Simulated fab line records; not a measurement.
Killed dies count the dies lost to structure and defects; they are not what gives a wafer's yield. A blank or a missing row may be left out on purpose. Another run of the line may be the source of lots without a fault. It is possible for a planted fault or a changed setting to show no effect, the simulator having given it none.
fab line records	flow nand-harc
record lots=12	wafers=36	last-day=34
route steps=1302 shown P_M1@308 A_BONDPAD@1226 THIN_TSV@1276 END@1302
lots that met no fault: taken from a fault-free run of the same line
start-h: start of the lot's first displayed wafer, in hours after the record's first day	wait-h: hours from the lot's prior step to this one	" the same as in the row above	L1.1+2: one row covering several wafers at once	- no value, or no start given	* or withheld: withheld	< > ~ a bound
route shown NAME@n: names a module that has steps shown in the file, with the first one's number in the route	usual: mean/standard deviation taken from wafers without a fault	same: alike in all rows	chamber/n: place in a boat	sites: the reading at each site	_std_site: standard deviation across them	_edge_site: outer sites' mean less inner sites'	radius-mm: how far each site lies from the wafer's centre	mask NAME#n: copy n	behind: the most recent tool/chamber to have shaped the wafer	hold: what put the lot on hold/how long, in hours/how the hold closed	device: whichever transistor did not switch (one of n, p or np)	end of line: tests run on the same wafers once the route is complete	step lacking rows: just its recipe	killed: count of dies lost to structure and defects at first sort (not the wafer's yield)	map: per-die view of a wafer (x killed, . not killed, _ where there is no die)
set.NAME: the run value of the setting; set.NAME@STEP: its run value at that earlier step	model.NAME: the simulator's own value behind a step, which no gauge read
the route's steps for a sample of lots (tables are steps, rows are wafers)
services: from which hour (start-h, from the record's first day; less than 0 if before it) a tool's chamber was out of use, for how many hours, and why
## steps
# step NHARC_P_M1_PVD_21
# recipe target-thk-a=300	chamber-pressure-pa=5	power-w=5000	substrate-temp-c=30	time-s=20.49	material=Cu
# usual throttle-valve-pct=30.3/1.6
# same time-s=20.49
lot.wafer	tool	chamber	start-h	wait-h	throttle-valve-pct
L414.3	pvd-sputter-01	-	128.81	-	29.5
L414.6	"	-	"	"	29.5
L414.5	"	-	"	"	31.7
L416.3	pvd-sputter-01	-	142.96	-	31.3
L416.2	"	-	"	"	27.2
L416.6	"	-	"	"	29.4
L423.2	pvd-sputter-01	-	215.89	-	29.3
L423.4	"	-	"	"	27.6
L423.5	"	-	"	"	29.5
L425.3	pvd-sputter-01	-	238.39	-	31.8
L425.2	"	-	"	"	27.1
L425.4	"	-	"	"	30.5
L426.4	pvd-sputter-03	-	242.00	-	32.1
L426.2	"	-	"	"	31.2
L426.5	"	-	"	"	32.7
L431.3	pvd-sputter-03	-	301.13	-	31.1
L431.1	"	-	"	"	32.8
L431.5	"	-	"	"	30.8
L432.1	pvd-sputter-01	-	311.30	-	30.1
L432.4	"	-	"	"	27.5
L432.6	"	-	"	"	30.2
L433.2	pvd-sputter-03	-	315.92	-	31.2
L433.3	"	-	"	"	31.2
L433.5	"	-	"	"	32.8
L434.4	pvd-sputter-01	-	327.31	-	30.6
L434.3	"	-	"	"	30.2
L434.6	"	-	"	"	31.5
L435.1	pvd-sputter-01	-	332.93	-	31.9
L435.4	"	-	"	"	30.1
L435.5	"	-	"	"	27.6
L437.4	pvd-sputter-01	-	355.03	-	31.4
L437.3	"	-	"	"	27.4
L437.6	"	-	"	"	27.3
L436.3	pvd-sputter-01	-	380.65	-	27.3
L436.2	"	-	"	"	30.2
L436.6	"	-	"	"	30.4
# step NHARC_A_BONDPAD_PRE_CLEAN_26
# recipe time-s=30	temp-c=280	gas=H2/He
# usual heater-power-w=413/36
# same time-s=30
lot.wafer	tool	chamber	start-h	wait-h	heater-power-w
L414.3	pvd-sputter-01	-	-	-	440
L414.6	"	-	"	"	443
L414.5	"	-	"	"	425
L416.3	pvd-sputter-03	-	-	-	432
L416.2	"	-	"	"	456
L416.6	"	-	"	"	439
L423.2	pvd-sputter-02	-	-	-	427
L423.4	"	-	"	"	445
L423.5	"	-	"	"	420
L425.2	pvd-sputter-02	-	-	-	355
L425.4	"	-	"	"	416
L425.3	"	-	"	"	455
L426.2	pvd-sputter-02	-	-	-	354
L426.4	"	-	"	"	416
L426.5	"	-	"	"	427
L433.3	pvd-sputter-03	-	-	-	438
L433.2	"	-	"	"	364
L433.5	"	-	"	"	460
L431.3	pvd-sputter-01	-	-	-	390
L431.1	"	-	"	"	385
L431.5	"	-	"	"	450
L432.4	pvd-sputter-01	-	-	-	388
L432.1	"	-	"	"	398
L432.6	"	-	"	"	390
L434.4	pvd-sputter-01	-	-	-	374
L434.3	"	-	"	"	378
L434.6	"	-	"	"	392
L435.1	pvd-sputter-03	-	-	-	418
L435.4	"	-	"	"	358
L435.5	"	-	"	"	417
L437.4	pvd-sputter-01	-	-	-	470
L437.3	"	-	"	"	409
L437.6	"	-	"	"	381
L436.3	pvd-sputter-02	-	-	-	431
L436.2	"	-	"	"	458
L436.6	"	-	"	"	455
# step NHARC_A_BONDPAD_CMP_19
# recipe t-overpolish-s=30	cu-recess-touch-s=16	target-thk-nm=169.82
# usual motor-current-A=12.1/1	overpolish-run-s=29.999/0.0087	slurry-filter-dp-kPa=13.49/0.13
lot.wafer	tool	chamber	start-h	wait-h	motor-current-A	overpolish-run-s	slurry-filter-dp-kPa
L414.3	cmp-04	2	527.39	-	11.8	30.004	13.27
L414.6	"	0	"	"	10.8	29.990	13.45
L414.5	"	1	"	"	12.7	29.998	13.38
L416.2	cmp-01	0	538.10	-	13.2	29.991	13.44
L416.3	"	2	"	"	10.4	29.997	13.28
L416.6	"	0	"	"	13.5	30.002	13.27
L423.2	cmp-03	3	608.94	-	11.1	30.001	13.60
L423.4	"	0	"	"	12.6	30.026	13.47
L423.5	"	2	"	"	12.8	30.003	13.66
L425.3	cmp-04	2	619.03	-	12.6	30.012	13.41
L425.2	"	3	"	"	12.2	29.995	13.36
L425.4	"	0	"	"	10.5	29.984	13.49
L426.4	cmp-04	1	625.51	-	13.0	30.005	13.37
L426.2	"	3	"	"	12.5	30.011	13.60
L426.5	"	1	"	"	12.5	30.002	13.51
L433.2	cmp-03	0	704.38	-	12.6	30.001	13.61
L433.3	"	1	"	"	10.3	30.001	13.34
L433.5	"	2	"	"	13.2	30.002	13.42
L431.3	cmp-04	1	705.40	-	12.9	30.006	13.45
L431.1	"	2	"	"	11.3	29.994	13.59
L431.5	"	1	"	"	12.6	29.997	13.23
L432.1	cmp-04	0	722.35	-	10.9	30.003	13.46
L432.4	"	3	"	"	11.5	30.007	13.61
L432.6	"	0	"	"	10.7	29.993	13.41
L434.4	cmp-04	2	728.63	-	12.4	29.998	13.59
L434.3	"	3	"	"	12.4	30.006	13.52
L434.6	"	1	"	"	12.9	30.008	13.61
L435.4	cmp-04	2	737.27	-	12.6	30.018	13.48
L435.1	"	0	"	"	11.3	29.995	13.69
L435.5	"	1	"	"	13.1	29.982	13.36
L437.3	cmp-03	1	758.89	-	10.3	29.993	13.36
L437.4	"	0	"	"	12.1	30.005	13.69
L437.6	"	1	"	"	10.7	30.012	13.59
L436.3	cmp-01	0	794.13	-	13.5	29.995	13.49
L436.2	"	1	"	"	11.5	30.009	13.23
L436.6	"	3	"	"	12.6	30.003	13.49
# step NHARC_THIN_TSV_CMP_21
# recipe t-overpolish-s=30	target-thk-nm=2000
# usual motor-current-A=12.1/1.2	overpolish-run-s=29.999/0.0088	slurry-filter-dp-kPa=13.50/0.13
lot.wafer	tool	chamber	start-h	wait-h	motor-current-A	overpolish-run-s	slurry-filter-dp-kPa
L414.3	cmp-02	0	544.58	-	13.6	30.001	13.44
L414.5	"	0	"	"	13.4	30.019	13.36
L414.6	"	1	"	"	11.6	29.993	13.33
L416.3	cmp-01	3	555.29	-	13.5	29.986	13.71
L416.2	"	0	"	"	13.6	30.000	13.58
L416.6	"	3	"	"	12.3	29.997	13.37
L423.4	cmp-01	1	626.93	-	11.7	29.984	13.68
L423.2	"	3	"	"	13.2	29.993	13.56
L423.5	"	2	"	"	10.7	29.983	13.80
L425.2	cmp-01	0	636.59	-	12.9	30.004	13.72
L425.3	"	1	"	"	11.7	29.999	13.55
L425.4	"	2	"	"	10.7	29.995	13.36
L426.4	cmp-02	3	642.42	-	10.7	30.017	13.40
L426.2	"	1	"	"	12.0	29.997	13.44
L426.5	"	3	"	"	10.7	29.994	13.48
L433.2	cmp-01	0	721.76	-	13.2	29.988	13.31
L433.3	"	1	"	"	11.7	30.006	13.42
L433.5	"	0	"	"	13.8	29.986	13.42
L431.3	cmp-03	0	722.79	-	13.1	30.008	13.60
L431.1	"	1	"	"	11.1	29.996	13.74
L431.5	"	2	"	"	12.8	29.988	13.71
L432.4	cmp-03	1	739.37	-	11.1	29.996	13.20
L432.1	"	3	"	"	10.9	29.997	13.55
L432.6	"	0	"	"	12.7	29.998	13.59
L434.4	cmp-01	1	750.93	-	11.2	29.989	13.39
L434.3	"	2	"	"	11.3	30.012	13.53
L434.6	"	2	"	"	10.5	30.009	13.46
L435.4	cmp-01	2	761.88	-	11.8	30.003	13.44
L435.1	"	0	"	"	13.1	29.982	13.30
L435.5	"	2	"	"	10.8	30.004	13.65
L437.3	cmp-02	3	776.05	-	10.7	30.008	13.49
L437.4	"	1	"	"	12.0	30.008	13.28
L437.6	"	3	"	"	10.6	30.001	13.51
L436.2	cmp-03	3	812.53	-	11.7	29.994	13.58
L436.3	"	0	"	"	12.6	29.990	13.44
L436.6	"	3	"	"	11.3	29.999	13.73
# step NHARC_END_SORT_01
# recipe temp-c=25
# usual defect-limited-yield=90.8/2.2	killed-at-array=58/15	killed-at-other=0.8/1.2	killed-at-periphery=3.5/2.5	killed-dies=62/15	killed-open=3.2/1.7	killed-short=2.4/1.5
# same gross-dies=677
lot.wafer	tool	chamber	start-h	wait-h	defect-limited-yield[%]	killed-at-array	killed-at-other	killed-at-periphery	killed-dies	killed-open	killed-short
L423.2	prober-01	0	639.76	2.8	74.7	64	0	107	171	6	4
L423.4	prober-01	0	641.37	3.4	84.6	55	0	49	104	3	3
L423.5	prober-01	0	642.18	3.7	82.6	21	0	97	118	4	1
L425.2	prober-01	0	647.98	2.8	85.2	45	0	55	100	3	2
L425.3	prober-01	0	648.78	3.1	83.5	45	0	67	112	5	2
L425.4	prober-01	0	649.58	3.4	80.4	33	0	100	133	2	1
# killed by level:class
L423.2 P_M1:unspecified=97 A_SLIT:chamber-film-flake=23 A_CHANNEL_HOLE_D1:chamber-film-flake=10 A_STAIRCASE:chamber-film-flake=9 A_CHANNEL_HOLE_D2:chamber-film-flake=7 P_M1:chamber-film-flake=6 A_CONTACT:chamber-film-flake=4 A_WL_FILL:geometric-particle:short=2
L423.4 P_M1:unspecified=45 A_SLIT:chamber-film-flake=27 A_CHANNEL_HOLE_D2:chamber-film-flake=10 A_CHANNEL_HOLE_D1:chamber-film-flake=4 P_M1:chamber-film-flake=3 A_STAIRCASE:chamber-film-flake=3 A_CONTACT:chamber-film-flake=2 A_CHANNEL_FILL_D1:geometric-particle:short=1
L423.5 P_M1:unspecified=92 A_SLIT:chamber-film-flake=4 A_STAIRCASE:chamber-film-flake=4 P_ZERO_WELL:chamber-film-flake=2 A_M0:chamber-film-flake=2 P_M1:geometric-particle:open=1 A_CHANNEL_HOLE_D1:geometric-particle:open=1 A_DECK1_JOINT:geometric-particle:open=1
L425.2 P_M1:unspecified=45 A_SLIT:chamber-film-flake=35 P_M2:chamber-film-flake=7 A_CONTACT:chamber-film-flake=4 A_CHANNEL_HOLE_D1:chamber-film-flake=2 A_STAIRCASE:chamber-film-flake=2 P_STI:geometric-particle:short=1 P_M0:geometric-particle:open=1
L425.3 P_M1:unspecified=62 A_SLIT:chamber-film-flake=26 A_CHANNEL_HOLE_D1:chamber-film-flake=6 A_STAIRCASE:chamber-film-flake=3 A_CONTACT:chamber-film-flake=3 P_M2:chamber-film-flake=2 P_CONTACT:geometric-particle:short=1 P_M1:geometric-particle:open=1
L425.4 P_M1:unspecified=96 A_SLIT:chamber-film-flake=23 A_CHANNEL_HOLE_D1:chamber-film-flake=4 P_M0:geometric-particle:open=2 P_M2:chamber-film-flake=2 A_CONTACT:chamber-film-flake=2 A_CHANNEL_HOLE_D1:geometric-particle:short=1 A_DECK1_JOINT:chamber-film-flake=1
## services
tool	chamber	start-h	hours	kind
cmp-01	-	106.54	0.4	repair
cmp-01	-	187.55	4.0	pm
pvd-sputter-01	-	211.88	1.0	repair
pvd-sputter-01	-	214.40	1.0	repair
pvd-sputter-01	-	226.00	10.0	pm
cmp-01	-	285.55	4.0	pm
pvd-sputter-01	-	302.94	0.7	repair
cmp-01	-	351.36	0.7	repair
cmp-01	-	375.17	5.0	repair
cmp-01	-	383.55	4.0	pm
pvd-sputter-01	-	399.97	6.2	repair
cmp-01	-	481.55	4.0	pm
cmp-01	-	494.14	0.3	repair
cmp-01	-	498.62	1.1	repair
cmp-01	-	579.55	4.0	pm
pvd-sputter-01	-	580.46	1.2	repair
pvd-sputter-01	-	584.16	10.0	pm
cmp-01	-	663.94	2.0	repair
pvd-sputter-01	-	667.92	2.1	repair
cmp-01	-	677.55	4.0	pm
cmp-01	-	682.51	1.0	repair
cmp-01	-	689.56	0.2	repair
pvd-sputter-01	-	714.06	1.1	repair
pvd-sputter-01	-	762.16	10.0	pm
## key
first-sign step=NHARC_END_SORT_01	reading=killed-at-periphery	direction=up	sigmas=31	usual=3.5	struck=79.2
effect step=NHARC_END_SORT_01	reading=defect-limited-yield	direction=down	sigmas=4.1	usual=90.8	struck=81.8
more-kills-born-at NHARC_P_M1_PVD_21@pvd-sputter-01=437
met-at NHARC_P_M1_PVD_21
struck-lots L423,L425
not-acting-at NHARC_A_BONDPAD_PRE_CLEAN_26,NHARC_A_BONDPAD_CMP_19,NHARC_THIN_TSV_CMP_21
onset-between 142.96 215.89
fault kind=chamber-particle-source	tool=pvd-sputter-01	chamber=-	onset-h=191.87	steps=NHARC_P_M1_PVD_21	rate-per-visit-cm2=1.3472	end-h=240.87
